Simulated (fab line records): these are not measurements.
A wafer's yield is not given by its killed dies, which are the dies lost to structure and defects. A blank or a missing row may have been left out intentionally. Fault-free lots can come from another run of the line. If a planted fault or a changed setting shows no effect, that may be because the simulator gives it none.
fab line records	flow n5Finfet
record lots=24	wafers=72	lastDay=18
route steps=1938 shown BEOL_M15@1805 MIM_TOP@1835 TV_LITHO@1883 PASSIVATION@1910
lots that met no fault: from a run of the same line without faults
startH: hours from the record's opening day to when the first of the lot's shown wafers began	waitH: hours from the lot's prior step to this one	" unchanged from the row above	L1.1+2: a single row standing in for several wafers	- value missing, or start not given	* or withheld: withheld	< > ~ a bound
route shown NAME@n: a module of which the file shows steps, and the number in the route of the first	usual: mean and standard deviation over wafers with no fault	same: alike in all rows	chamber/n: place in a boat	sites: per-site readings	_std_site: the values' standard deviation	_edge_site: mean of outer sites minus mean of inner sites	radiusMm: for every site, how far away it sits from the centre of the wafer	mask NAME#n: copy n	behind: the tool/chamber that last shaped the wafer	hold: why the lot was held/for how many hours/how that ended	device: whichever transistor did not switch (one of n, p or np)	end of line: the route-end tests of the same wafers	a step given without rows: its recipe and nothing more	killed: the dies lost at the first sort to structure and to defects; this is not the yield of the wafer	map: the dies of a wafer, with x for killed, . for not killed, _ for no die there
set.NAME: the run value of the setting; set.NAME@STEP: its run value at that earlier step	model.NAME: the simulator's own value behind a step, which no gauge read
route steps across a sampled set of lots; one table per step, one row per wafer
services: the hour from which a tool's chamber was out of use, counted from the record's first day as startH (under 0 if before that day), plus the number of hours and why
## steps
# step N5_BEOL_M15_OVL_MEAS_29
# recipe pointsPerWafer=44
# usual M15_OVL=-1/5.1
lot.wafer	tool	chamber	startH	waitH	M15_OVL[nm]
L074.1	overlay-02	0	267.41	0.0	7
L074.3	"	0	"	"	6
L074.6	"	0	"	"	-3
L075.1	overlay-01	0	278.93	0.0	0
L075.3	"	0	"	"	5
L075.4	"	0	"	"	2
L076.1	overlay-01	0	279.27	0.0	-1
L076.3	"	0	"	"	-1
L076.6	"	0	"	"	-4
L079.1	overlay-02	0	282.17	0.0	5
L079.3	"	0	"	"	8
L079.4	"	0	"	"	4
L078.2	overlay-01	0	283.62	0.0	6
L078.4	"	0	"	"	9
L078.5	"	0	"	"	0
L077.1	overlay-02	0	287.54	0.0	-11
L077.3	"	0	"	"	-5
L077.6	"	0	"	"	-14
L080.2	overlay-01	0	306.36	0.0	4
L080.4	"	0	"	"	0
L080.5	"	0	"	"	5
L083.1	overlay-01	0	307.28	0.0	-3
L083.5	"	0	"	"	-1
L083.6	"	0	"	"	-8
L081.1	overlay-01	0	312.24	0.0	-5
L081.4	"	0	"	"	-3
L081.5	"	0	"	"	0
L082.1	overlay-02	0	312.50	0.0	1
L082.3	"	0	"	"	6
L082.5	"	0	"	"	-8
L084.2	overlay-01	0	317.60	0.0	3
L084.3	"	0	"	"	-2
L084.5	"	0	"	"	1
L085.3	overlay-02	0	327.82	0.0	9
L085.5	"	0	"	"	1
L085.6	"	0	"	"	5
L087.2	overlay-01	0	345.50	0.0	-2
L087.3	"	0	"	"	3
L087.5	"	0	"	"	-3
L086.1	overlay-01	0	348.81	0.0	-6
L086.3	"	0	"	"	-8
L086.4	"	0	"	"	-12
L089.1	overlay-02	0	353.16	0.0	-1
L089.5	"	0	"	"	-5
L089.6	"	0	"	"	-1
L088.1	overlay-01	0	362.52	0.0	4
L088.4	"	0	"	"	-6
L088.5	"	0	"	"	-4
L091.3	overlay-01	0	363.07	0.0	0
L091.4	"	0	"	"	-9
L091.6	"	0	"	"	3
L090.1	overlay-01	0	363.23	0.0	7
L090.3	"	0	"	"	-3
L090.5	"	0	"	"	1
L093.3	overlay-02	0	370.40	0.0	-1
L093.4	"	0	"	"	-4
L093.6	"	0	"	"	-7
L092.3	overlay-01	0	382.96	0.0	7
L092.4	"	0	"	"	2
L092.6	"	0	"	"	-1
L094.1	overlay-01	0	394.56	0.0	-5
L094.5	"	0	"	"	-3
L094.6	"	0	"	"	1
L095.2	overlay-01	0	397.89	0.0	-1
L095.4	"	0	"	"	-3
L095.6	"	0	"	"	0
L096.1	overlay-02	0	404.30	0.0	-10
L096.5	"	0	"	"	-5
L096.6	"	0	"	"	-3
L097.1	overlay-02	0	409.30	0.0	8
L097.2	"	0	"	"	-1
L097.3	"	0	"	"	-5
# step N5_BEOL_M15_INSPECT_30
# recipe mode=adi	inspectInstrument=macro
# usual rawDefectCount=1.9/1.4
lot.wafer	tool	chamber	startH	waitH	rawDefectCount
L074.1	defectInspect-01	-	267.43	0.0	1
L074.3	"	-	"	"	0
L074.6	"	-	"	"	1
L075.1	defectInspect-01	-	278.95	0.0	0
L075.3	"	-	"	"	3
L075.4	"	-	"	"	2
L076.1	defectInspect-02	-	279.29	0.0	4
L076.3	"	-	"	"	3
L076.6	"	-	"	"	2
L079.1	defectInspect-02	-	282.20	0.0	1
L079.3	"	-	"	"	0
L079.4	"	-	"	"	2
L078.2	defectInspect-02	-	283.64	0.0	2
L078.4	"	-	"	"	0
L078.5	"	-	"	"	2
L077.1	defectInspect-02	-	287.56	0.0	1
L077.3	"	-	"	"	1
L077.6	"	-	"	"	1
L080.2	defectInspect-01	-	306.39	0.0	4
L080.4	"	-	"	"	0
L080.5	"	-	"	"	2
L083.1	defectInspect-02	-	307.31	0.0	2
L083.5	"	-	"	"	3
L083.6	"	-	"	"	1
L081.1	defectInspect-02	-	312.26	0.0	0
L081.4	"	-	"	"	2
L081.5	"	-	"	"	2
L082.1	defectInspect-02	-	312.52	0.0	2
L082.3	"	-	"	"	3
L082.5	"	-	"	"	4
L084.2	defectInspect-01	-	317.62	0.0	2
L084.3	"	-	"	"	3
L084.5	"	-	"	"	1
L085.3	defectInspect-01	-	327.84	0.0	2
L085.5	"	-	"	"	4
L085.6	"	-	"	"	0
L087.2	defectInspect-01	-	345.52	0.0	1
L087.3	"	-	"	"	5
L087.5	"	-	"	"	0
L086.1	defectInspect-02	-	348.84	0.0	1
L086.3	"	-	"	"	3
L086.4	"	-	"	"	3
L089.1	defectInspect-01	-	353.18	0.0	2
L089.5	"	-	"	"	0
L089.6	"	-	"	"	1
L088.1	defectInspect-02	-	362.54	0.0	3
L088.4	"	-	"	"	2
L088.5	"	-	"	"	0
L091.3	defectInspect-01	-	363.09	0.0	3
L091.4	"	-	"	"	0
L091.6	"	-	"	"	2
L090.1	defectInspect-02	-	363.25	0.0	0
L090.3	"	-	"	"	1
L090.5	"	-	"	"	2
L093.3	defectInspect-01	-	370.42	0.0	3
L093.4	"	-	"	"	3
L093.6	"	-	"	"	3
L092.3	defectInspect-02	-	382.99	0.0	2
L092.4	"	-	"	"	4
L092.6	"	-	"	"	1
L094.1	defectInspect-02	-	394.58	0.0	2
L094.5	"	-	"	"	3
L094.6	"	-	"	"	2
L095.2	defectInspect-02	-	397.92	0.0	2
L095.4	"	-	"	"	3
L095.6	"	-	"	"	2
L096.1	defectInspect-01	-	404.32	0.0	0
L096.5	"	-	"	"	2
L096.6	"	-	"	"	2
L097.1	defectInspect-01	-	409.32	0.0	1
L097.2	"	-	"	"	2
L097.3	"	-	"	"	1
# step N5_BEOL_M15_STRIP_36
# recipe chemistry=O2	powerW=600	tempC=60	pressureMtorr=30	rfFrequencyHz=6e+07	biasPowerW=0	overashFraction=0.3	o2FlowSccm=225
# usual drypumpMotorCurrentA=5.7/0.41	oesProductAu=0.79/0.068	rfVppV=3.6/0.92	showerheadPlenumPTorr=2.11/0.047	throttleValvePct=16.66/0.21
lot.wafer	tool	chamber	startH	waitH	drypumpMotorCurrentA	oesProductAu	rfHoursCounterH	rfVppV	showerheadPlenumPTorr	throttleValvePct
L074.1	rieDiel-05	0	268.73	1.0	6.2	0.71	199	5.2	2.15	16.95
L074.3	"	1	"	"	5.6	0.74	182	3.4	2.11	16.75
L074.6	"	1	"	"	5.6	0.74	-	3.1	2.11	16.80
L075.1	rieDiel-02	1	281.06	1.7	4.9	0.91	23	4.1	2.12	16.29
L075.3	"	0	"	"	5.4	0.89	31	4.3	2.22	16.29
L075.4	"	3	"	"	5.2	0.69	199	3.6	2.17	16.92
L076.1	rieDiel-05	2	282.28	2.3	5.5	0.85	73	3.6	2.14	16.70
L076.3	"	0	"	"	6.2	0.71	204	4.3	2.15	16.95
L076.6	"	0	"	"	6.2	0.70	-	4.4	2.15	16.92
L079.1	rieDiel-04	1	282.89	0.2	5.3	0.87	42	4.5	2.03	16.41
L079.3	"	2	"	"	6.3	0.83	79	4.4	2.12	16.72
L079.4	"	3	"	"	5.7	0.83	68	4.6	2.10	16.64
L078.2	rieDiel-04	1	285.14	1.2	5.3	0.86	42	5.6	2.03	16.37
L078.4	"	0	"	"	5.9	0.74	168	2.5	2.11	16.70
L078.5	"	1	"	"	5.3	0.86	-	3.7	2.03	16.39
L077.1	rieDiel-04	3	292.66	4.8	5.7	0.83	70	3.2	2.10	16.60
L077.3	"	0	"	"	5.9	0.75	170	2.4	2.12	16.73
L077.6	"	1	"	"	5.4	0.86	-	3.1	2.03	16.40
L080.2	rieDiel-04	3	307.47	0.8	5.7	0.82	75	4.9	2.10	16.65
L080.4	"	0	"	"	5.9	0.74	174	4.6	2.11	16.70
L080.5	"	3	"	"	5.7	0.82	-	2.6	2.10	16.63
L083.1	rieDiel-04	1	307.76	0.1	5.4	0.87	48	2.2	2.03	16.39
L083.5	"	3	"	"	5.7	0.83	-	2.0	2.10	16.66
L083.6	"	2	"	"	6.4	0.81	-	3.0	2.12	16.76
L081.1	rieDiel-05	1	314.61	2.0	5.6	0.73	197	3.3	2.10	16.80
L081.4	"	0	"	"	6.2	0.69	215	3.1	2.15	16.98
L081.5	"	2	"	"	5.5	0.83	-	3.1	2.14	16.72
L082.1	rieDiel-05	1	314.90	2.1	5.6	0.72	197	3.4	2.10	16.80
L082.3	"	2	"	"	5.5	0.84	84	3.0	2.14	16.71
L082.5	"	1	"	"	5.6	0.70	-	3.6	2.10	16.78
L084.2	rieDiel-04	3	318.65	0.2	5.7	0.82	79	4.7	2.10	16.64
L084.3	"	2	"	"	6.4	0.83	90	3.5	2.12	16.74
L084.5	"	3	"	"	5.7	0.81	-	2.0	2.10	16.64
L085.3	rieDiel-02	1	332.76	4.6	4.9	0.86	39	2.8	2.12	16.32
L085.5	"	0	"	"	5.3	0.87	-	4.1	2.22	16.29
L085.6	"	1	"	"	4.9	0.88	-	4.5	2.12	16.31
L087.2	rieDiel-02	3	347.81	2.0	5.2	0.66	220	2.9	2.16	16.95
L087.3	"	1	"	"	4.9	0.86	43	3.7	2.12	16.32
L087.5	"	0	"	"	5.4	0.88	-	3.8	2.22	16.31
L086.1	rieDiel-05	0	349.25	0.0	6.2	0.70	224	3.3	2.15	16.97
L086.3	"	2	"	"	5.5	0.83	92	2.9	2.14	16.72
L086.4	"	1	"	"	5.6	0.71	206	3.8	2.10	16.80
L089.1	rieDiel-04	0	353.68	0.2	5.9	0.71	189	4.5	2.11	16.72
L089.5	"	2	"	"	6.4	0.79	-	5.9	2.12	16.80
L089.6	"	1	"	"	5.3	0.84	-	2.5	2.02	16.41
L088.1	rieDiel-05	3	366.60	3.3	5.6	0.83	70	5.1	2.05	16.61
L088.4	"	2	"	"	5.5	0.84	98	4.2	2.14	16.73
L088.5	"	0	"	"	6.2	0.69	-	4.3	2.14	17.01
L090.1	rieDiel-04	1	367.30	3.2	5.3	0.85	66	2.5	2.02	16.42
L090.3	"	2	"	"	6.4	0.80	105	3.5	2.12	16.76
L090.5	"	1	"	"	5.3	0.84	-	5.5	2.02	16.39
L091.3	rieDiel-05	1	367.34	3.5	5.6	0.72	212	4.7	2.10	16.81
L091.4	"	3	"	"	5.6	0.83	70	2.8	2.05	16.61
L091.6	"	2	"	"	5.5	0.83	-	3.7	2.14	16.72
L093.3	rieDiel-04	2	370.77	0.0	6.4	0.79	106	2.7	2.11	16.81
L093.4	"	0	"	"	5.9	0.72	193	2.2	2.11	16.75
L093.6	"	1	"	"	5.4	0.84	-	3.3	2.02	16.44
L092.3	rieDiel-02	1	384.01	0.7	4.9	0.86	56	2.1	2.11	16.36
L092.4	"	2	"	"	5.6	0.71	220	3.4	2.09	16.69
L092.6	"	0	"	"	5.4	0.86	-	2.0	2.21	16.32
L094.1	rieDiel-04	3	395.38	0.2	5.7	0.78	102	3.2	2.09	16.69
L094.5	"	3	"	"	5.7	0.78	-	3.6	2.09	16.69
L094.6	"	2	"	"	6.4	0.78	-	5.1	2.11	16.82
L095.2	rieDiel-02	1	399.63	1.4	4.9	0.88	61	2.3	2.11	16.35
L095.4	"	3	"	"	5.1	0.67	235	3.8	2.15	17.00
L095.6	"	1	"	"	4.9	0.85	-	2.4	2.11	16.34
L096.1	rieDiel-02	2	405.11	0.5	5.5	0.69	227	3.5	2.09	16.72
L096.5	"	2	"	"	5.6	0.70	-	3.4	2.09	16.70
L096.6	"	3	"	"	5.2	0.68	-	4.5	2.15	16.99
L097.1	rieDiel-05	0	411.78	2.1	6.2	0.70	243	4.9	2.14	16.99
L097.2	"	2	"	"	5.5	0.82	112	3.7	2.13	16.76
L097.3	"	3	"	"	5.6	0.82	83	3.1	2.05	16.61
# step N5_MIM_TOP_ALD_01
# recipe material=HfO2	targetThkA=56	tempC=withheld	aldPrecursorFamily=Hf-amide	aldCoReactant=O3	pulseTimeS=1	purgeTimeS=3	coReactantPurgeTimeS=2	coReactantPulseTimeS=3	aldCycles=62
# usual precursorPulseHeightRel=1.002/0.019
lot.wafer	tool	chamber	startH	waitH	precursorPulseHeightRel
L074.1	aldHk-02	2	-	-	0.986
L074.3	"	1	"	"	1.012
L074.6	"	2	"	"	1.002
L075.1	aldHk-02	2	-	-	0.989
L075.3	"	1	"	"	1.004
L075.4	"	0	"	"	0.988
L076.1	aldHk-01	1	-	-	1.056
L076.3	"	0	"	"	0.999
L076.6	"	2	"	"	1.008
L079.1	aldHk-01	3	-	-	0.990
L079.3	"	2	"	"	1.004
L079.4	"	1	"	"	1.000
L078.2	aldHk-03	1	-	-	1.003
L078.4	"	2	"	"	0.987
L078.5	"	1	"	"	1.006
L077.1	aldHk-02	2	-	-	0.991
L077.3	"	1	"	"	1.019
L077.6	"	2	"	"	0.986
L080.2	aldHk-01	1	-	-	0.968
L080.4	"	0	"	"	1.023
L080.5	"	2	"	"	1.003
L083.1	aldHk-03	2	-	-	1.007
L083.5	"	0	"	"	0.977
L083.6	"	1	"	"	0.988
L081.1	aldHk-01	0	-	-	1.048
L081.4	"	2	"	"	1.013
L081.5	"	0	"	"	1.003
L082.1	aldHk-02	1	-	-	1.036
L082.3	"	3	"	"	1.003
L082.5	"	2	"	"	0.974
L084.2	aldHk-02	3	-	-	0.999
L084.3	"	0	"	"	0.968
L084.5	"	0	"	"	1.011
L085.3	aldHk-01	1	-	-	0.988
L085.5	"	2	"	"	1.015
L085.6	"	3	"	"	1.049
L087.2	aldHk-02	0	-	-	1.049
L087.3	"	3	"	"	1.012
L087.5	"	0	"	"	1.003
L086.1	aldHk-03	1	-	-	0.997
L086.3	"	3	"	"	1.012
L086.4	"	0	"	"	1.021
L089.1	aldHk-01	1	-	-	1.033
L089.5	"	1	"	"	1.032
L089.6	"	0	"	"	1.007
L088.1	aldHk-03	2	-	-	1.040
L088.4	"	0	"	"	0.978
L088.5	"	0	"	"	0.985
L090.1	aldHk-01	3	-	-	1.002
L090.3	"	0	"	"	0.993
L090.5	"	0	"	"	1.024
L091.3	aldHk-01	0	-	-	0.980
L091.4	"	1	"	"	0.999
L091.6	"	1	"	"	1.009
L093.3	aldHk-02	0	-	-	1.013
L093.4	"	1	"	"	1.009
L093.6	"	2	"	"	0.981
L092.3	aldHk-01	3	-	-	0.986
L092.4	"	0	"	"	0.984
L092.6	"	3	"	"	0.980
L094.1	aldHk-02	2	-	-	1.033
L094.5	"	0	"	"	0.970
L094.6	"	3	"	"	0.994
L095.2	aldHk-03	1	-	-	1.011
L095.4	"	3	"	"	1.005
L095.6	"	0	"	"	0.993
L096.1	aldHk-01	2	-	-	0.999
L096.5	"	2	"	"	0.995
L096.6	"	3	"	"	1.036
L097.1	aldHk-02	2	-	-	1.042
L097.2	"	3	"	"	1.007
L097.3	"	1	"	"	1.019
# step N5_PASSIVATION_CD_MEAS_10
# recipe targetCdNm=3000	landingEnergyEv=500	detector=seInlens
# usual cdNm=3000.2/2.2
# same landingEnergyEv=500
lot.wafer	tool	chamber	startH	waitH	cdNm
L074.1	cdSem-02	0	281.08	-	3000.8
L074.3	"	0	"	"	3002.4
L074.6	"	0	"	"	3001.7
L075.1	cdSem-03	0	295.80	-	3001.0
L075.3	"	0	"	"	3001.7
L075.4	"	0	"	"	3000.8
L076.1	cdSem-01	0	295.96	-	3004.0
L076.3	"	0	"	"	2998.7
L076.6	"	0	"	"	3003.1
L079.1	cdSem-03	0	296.89	-	2996.4
L079.3	"	0	"	"	2997.0
L079.4	"	0	"	"	2996.9
L078.2	cdSem-02	0	297.14	-	2994.1
L078.4	"	0	"	"	2999.8
L078.5	"	0	"	"	3001.0
L077.1	cdSem-01	0	301.89	-	2998.6
L077.3	"	0	"	"	2999.6
L077.6	"	0	"	"	2999.2
L080.2	cdSem-01	0	314.87	-	3000.9
L080.4	"	0	"	"	3002.2
L080.5	"	0	"	"	2998.6
L083.1	cdSem-03	0	316.73	-	2999.2
L083.5	"	0	"	"	2997.8
L083.6	"	0	"	"	2998.9
L081.1	cdSem-02	0	323.33	-	2995.7
L081.4	"	0	"	"	3000.1
L081.5	"	0	"	"	3000.7
L082.1	cdSem-03	0	323.49	-	2997.2
L082.3	"	0	"	"	2999.1
L082.5	"	0	"	"	2997.7
L084.2	cdSem-03	0	327.32	-	2998.7
L084.3	"	0	"	"	2999.0
L084.5	"	0	"	"	3000.0
L085.3	cdSem-02	0	341.08	-	3003.7
L085.5	"	0	"	"	3004.5
L085.6	"	0	"	"	3003.4
L087.2	cdSem-03	0	357.17	-	3002.3
L087.3	"	0	"	"	2998.4
L087.5	"	0	"	"	3000.5
L086.1	cdSem-03	0	357.43	-	2999.8
L086.3	"	0	"	"	3001.2
L086.4	"	0	"	"	2999.2
L089.1	cdSem-02	0	361.71	-	3004.9
L089.5	"	0	"	"	3003.1
L089.6	"	0	"	"	2997.7
L090.1	cdSem-03	0	378.55	-	2999.2
L090.3	"	0	"	"	2997.5
L090.5	"	0	"	"	3000.0
L093.3	cdSem-02	0	378.99	-	3002.3
L093.4	"	0	"	"	2998.7
L093.6	"	0	"	"	3003.6
L088.1	cdSem-01	0	379.15	-	3002.8
L088.4	"	0	"	"	3002.9
L088.5	"	0	"	"	3000.4
L091.3	cdSem-03	0	379.31	-	3000.4
L091.4	"	0	"	"	3004.3
L091.6	"	0	"	"	3005.4
L092.3	cdSem-03	0	392.95	-	2999.2
L092.4	"	0	"	"	3000.3
L092.6	"	0	"	"	3000.2
L094.1	cdSem-02	0	404.46	-	3001.4
L094.5	"	0	"	"	2998.7
L094.6	"	0	"	"	3000.2
L095.2	cdSem-01	0	410.87	-	3003.5
L095.4	"	0	"	"	3001.0
L095.6	"	0	"	"	3001.6
L096.1	cdSem-01	0	417.88	-	3000.6
L096.5	"	0	"	"	3000.1
L096.6	"	0	"	"	3000.8
L097.1	cdSem-02	0	422.76	-	2994.4
L097.2	"	0	"	"	3000.0
L097.3	"	0	"	"	3000.0
# step N5_PASSIVATION_ETCH_59
# recipe chemistry=Cl2/BCl3	target=TaN	targetDepthA=650	timeS=34.9	ionEnergyEv=100	pressureMtorr=10	icpW=900	biasW=100	Cl2_flow_sccm=60	bcl3FlowSccm=30
# usual drypumpMotorCurrentA=5.8/0.38	mfcCl2Sccm=60.02/0.19	oesProductAu=0.76/0.084	throttleValvePct=21.19/0.23
lot.wafer	tool	chamber	startH	waitH	drypumpMotorCurrentA	mfcCl2Sccm	oesProductAu	rfHoursCounterH	throttleValvePct
L074.1	rieMetal-01	1	283.75	0.3	6.1	59.81	0.63	102	21.79
L074.3	"	0	"	"	5.7	60.16	0.84	-	20.84
L074.6	"	0	"	"	5.7	59.89	0.83	-	20.83
L075.1	rieMetal-01	0	297.84	0.3	5.7	60.35	0.83	28	20.86
L075.3	"	0	"	"	5.7	60.11	0.83	-	20.86
L075.4	"	1	"	"	6.1	59.90	0.64	-	21.78
L076.1	rieMetal-02	0	298.47	0.3	5.6	60.34	0.75	50	21.34
L076.3	"	1	"	"	5.4	59.74	0.68	-	21.14
L076.6	"	1	"	"	5.4	59.87	0.67	-	21.17
L079.1	rieMetal-02	1	299.27	0.3	5.3	59.95	0.67	87	21.15
L079.3	"	0	"	"	5.6	60.33	0.74	-	21.34
L079.4	"	1	"	"	5.4	60.10	0.67	-	21.17
L078.2	rieMetal-02	0	301.90	0.3	5.6	59.91	0.74	51	21.34
L078.4	"	0	"	"	5.6	60.04	0.74	-	21.36
L078.5	"	1	"	"	5.4	59.79	0.66	-	21.18
L077.1	rieMetal-02	1	305.12	0.3	5.3	59.79	0.66	88	21.17
L077.3	"	0	"	"	5.6	60.11	0.74	-	21.34
L077.6	"	0	"	"	5.6	60.03	0.74	-	21.36
L080.2	rieMetal-03	0	317.39	0.3	6.6	60.16	0.82	35	21.18
L080.4	"	1	"	"	5.9	60.08	0.77	-	21.06
L080.5	"	1	"	"	5.9	59.98	0.76	-	21.09
L083.1	rieMetal-02	1	319.03	0.3	5.3	59.93	0.66	90	21.17
L083.5	"	1	"	"	5.4	59.92	0.66	-	21.18
L083.6	"	0	"	"	5.6	59.66	0.74	-	21.35
L081.1	rieMetal-03	0	325.63	0.3	6.6	59.98	0.81	36	21.20
L081.4	"	1	"	"	5.9	59.92	0.76	-	21.10
L081.5	"	1	"	"	5.9	59.90	0.76	-	21.10
L082.1	rieMetal-02	1	325.81	0.3	5.4	60.04	0.66	91	21.17
L082.3	"	0	"	"	5.6	60.34	0.73	-	21.33
L082.5	"	1	"	"	5.4	60.09	0.67	-	21.16
L084.2	rieMetal-01	1	329.44	0.3	6.1	60.07	0.62	106	21.79
L084.3	"	1	"	"	6.1	59.97	0.63	-	21.81
L084.5	"	0	"	"	5.7	59.77	0.83	-	20.86
L085.3	rieMetal-02	1	343.66	0.2	5.3	60.07	0.67	-	21.16
L085.5	"	1	"	"	5.3	60.04	0.67	-	21.15
L085.6	"	0	"	"	5.6	59.96	0.74	-	21.34
L087.2	rieMetal-02	1	359.37	0.3	5.3	60.02	0.66	94	21.16
L087.3	"	0	"	"	5.6	60.09	0.73	-	21.35
L087.5	"	1	"	"	5.3	60.09	0.66	-	21.14
L086.1	rieMetal-01	0	359.94	0.7	5.7	60.24	0.81	34	20.86
L086.3	"	0	"	"	5.7	60.09	0.81	-	20.85
L086.4	"	0	"	"	5.7	60.26	0.81	-	20.87
L089.1	rieMetal-03	1	364.78	0.3	5.9	60.01	0.75	53	21.10
L089.5	"	1	"	"	5.9	59.82	0.75	-	21.09
L089.6	"	0	"	"	6.6	59.79	0.82	-	21.17
L090.1	rieMetal-02	0	380.83	0.3	5.6	60.07	0.73	58	21.35
L090.3	"	1	"	"	5.4	59.88	0.65	-	21.17
L090.5	"	0	"	"	5.6	59.94	0.72	-	21.37
L093.3	rieMetal-01	1	381.60	0.2	6.1	59.99	0.95	-	21.30
L093.4	"	0	"	"	5.7	59.86	0.81	-	20.85
L093.6	"	0	"	"	5.7	59.79	0.80	-	20.87
L088.1	rieMetal-03	1	381.77	0.3	5.9	59.93	0.74	54	21.10
L088.4	"	0	"	"	6.7	59.70	0.81	-	21.19
L088.5	"	1	"	"	5.9	59.78	0.75	-	21.11
L091.3	rieMetal-02	1	382.07	0.2	5.4	60.10	0.66	-	21.18
L091.4	"	0	"	"	5.6	60.14	0.72	-	21.35
L091.6	"	0	"	"	5.6	59.94	0.72	-	21.36
L092.3	rieMetal-03	0	396.24	0.2	6.7	59.94	0.81	-	21.20
L092.4	"	1	"	"	5.9	60.16	0.75	-	21.10
L092.6	"	1	"	"	5.9	60.05	0.75	-	21.12
L094.1	rieMetal-01	0	406.76	0.3	5.7	59.72	0.80	39	20.87
L094.5	"	1	"	"	6.1	60.02	0.92	-	21.33
L094.6	"	0	"	"	5.7	59.81	0.79	-	20.89
L095.2	rieMetal-01	1	413.23	0.3	6.1	60.40	0.92	4	21.31
L095.4	"	0	"	"	5.7	60.14	0.78	-	20.88
L095.6	"	1	"	"	6.1	60.41	0.92	-	21.31
L096.1	rieMetal-01	0	420.66	0.3	5.7	59.98	0.79	41	20.87
L096.5	"	1	"	"	6.1	60.14	0.93	-	21.30
L096.6	"	0	"	"	5.7	60.09	0.79	-	20.87
L097.1	rieMetal-01	1	425.51	0.3	6.1	59.71	0.93	6	21.31
L097.2	"	0	"	"	5.7	60.06	0.79	41	20.86
L097.3	"	1	"	"	6.1	60.01	0.91	-	21.32
## services
tool	chamber	startH	hours	kind
rieDiel-02	3	264.08	11.4	repair
rieDiel-02	-	271.71	2.8	pm
rieMetal-02	1	285.23	5.5	repair
rieDiel-02	-	300.28	4.0	repair
rieMetal-03	-	310.55	1.4	pm
aldHk-03	-	318.19	0.5	repair
rieDiel-02	0	322.58	9.6	repair
aldHk-02	-	324.86	6.0	pm
rieDiel-04	1	330.34	2.0	repair
rieDiel-02	-	337.47	0.7	repair
rieMetal-03	-	347.73	2.8	pm
rieDiel-05	3	351.34	12.4	repair
rieMetal-01	1	356.42	-	clean
rieMetal-01	1	356.42	18.3	scheduledDown
rieMetal-01	1	356.42	18.3	ventCycle
rieMetal-02	-	374.33	4.3	pm
rieDiel-04	0	384.21	6.8	repair
rieMetal-02	1	400.35	-	clean
rieMetal-02	1	400.35	16.3	scheduledDown
rieMetal-02	1	400.35	16.3	ventCycle
rieMetal-03	1	401.71	25.8	repair
aldHk-02	-	407.48	2.8	pm
aldHk-03	-	418.16	1.6	repair
## key
fault none
